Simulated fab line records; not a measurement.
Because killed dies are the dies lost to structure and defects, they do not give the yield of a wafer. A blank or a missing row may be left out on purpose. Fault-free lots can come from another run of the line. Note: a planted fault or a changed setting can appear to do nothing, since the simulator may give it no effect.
Matching of chambers	flow n5-finfet	N5_BEOL_M0_SAQP_HM_DEP_111 on pecvd-04 has 3 sister chambers
The step deposits SiO2 from SiH4/N2O, target thk 12 nm, time 7.2 s. 6 wafers are shown with their chamber, then 8 later ones without.

## EACH WAFER AND ITS CHAMBER
wafer	chamber	showerhead-plenum-p-Torr (Torr)	heater-power-w (W)
L080.3	2	8.22	747
L080.4	2	8.22	738
L082.4	0	8.33	771
L083.4	0	8.35	732
L083.5	1	8.18	771
L086.1	1	8.17	899

## WAFERS WHOSE CHAMBER IS MISSING
wafer	showerhead-plenum-p-Torr (Torr)	heater-power-w (W)
L086.5	8.23	743
L086.6	8.34	726
L090.2	8.22	741
L090.3	8.17	819
L090.6	8.15	834
L094.1	8.16	814
L094.3	8.18	794
L094.4	8.37	889

## WHICH CHAMBER EACH ONE RAN IN
wafer	from the rows above	in truth
L086.5	2	2
L086.6	0	0
L090.2	2	2
L090.3	1	1
L090.6	1	1
L094.1	1	1
L094.3	1	1
L094.4	0	0
Correct placement for 8 of the 8. Number that these rows cannot place: 0. 0 placed wrongly.
How it was worked out, from the rows above alone: a wafer's distance from a chamber is the root of the sum, over the readings, of the square of ((its reading less the chamber's mean) divided by the reading's scatter). The wafer belongs to the nearest chamber; if the next one is less than 2 further off, it can't be placed. A chamber's mean is the mean of its shown wafers. The scatter: take each reading less its chamber's mean, square it, sum over the shown wafers, divide by the number of wafers less the number of chambers, and take the root.
